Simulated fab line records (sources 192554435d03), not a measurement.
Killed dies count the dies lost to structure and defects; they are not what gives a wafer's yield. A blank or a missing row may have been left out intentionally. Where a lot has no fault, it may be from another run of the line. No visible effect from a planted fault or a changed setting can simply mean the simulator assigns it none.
Which of the tools did it? :: flow n5 finfet :: 12 lots (36 wafers sampled), 1 step of a 1938-step route

== WHAT THE GAUGES SHOWED, per wafer ==
N5_BEOL_M9_OCD_MEAS_38.
lot: L074
measured: day 10 05:36
on: ocd-02
trench depth nm (nm): 150.9 152.9 151.8

lot: L077
measured: day 10 21:59
on: ocd-02
trench depth nm (nm): 148.7 152.0 153.3

lot: L080
measured: day 11 06:44
on: ocd-01
trench depth nm (nm): 150.5 154.3 150.2

lot: L081
measured: day 11 15:19
on: ocd-01
trench depth nm (nm): 150.2 148.2 148.0

lot: L083
measured: day 12 15:25
on: ocd-01
trench depth nm (nm): 152.3 152.2 159.8

lot: L084
measured: day 12 15:51
on: ocd-01
trench depth nm (nm): 153.7 156.5 156.6

lot: L087
measured: day 12 19:26
on: ocd-01
trench depth nm (nm): 151.2 154.7 158.7

lot: L091
measured: day 14 04:23
on: ocd-01
trench depth nm (nm): 149.6 147.2 147.1

lot: L090
measured: day 14 09:06
on: ocd-01
trench depth nm (nm): 151.5 149.7 148.5

lot: L092
measured: day 14 15:04
on: ocd-01
trench depth nm (nm): 151.7 149.5 150.9

lot: L094
measured: day 15 09:32
on: ocd-01
trench depth nm (nm): 153.7 151.4 152.6

lot: L097
measured: day 15 17:23
on: ocd-01
trench depth nm (nm): 150.2 146.1 150.4

== EACH LOT AND THE TOOL THAT RAN IT (in order: tool; ch and the chambers of the sampled wafers; start) ==
Record: no process step prior to these readings.

== THE ANSWER, worked out from the rows above alone ==
Rule: usual is defined by the lots themselves. Put in order of their means at a reading, lots are off if they are a third of the lots or fewer, leave a main group of 4 or more, and stand apart from it by a gap of 3 or more times the standard deviation of the main group's means; of several such gaps the widest counts. Not used: any main group whose means are identical at the precision the tables above print for the reading. A lot without any number at a reading at which 4 lots or more have one is off too. The other lots that the step has rows for count as sound.
None of the lots is off at any reading shown; this tells nothing.

== WHAT THE SIMULATOR PUT IN ==
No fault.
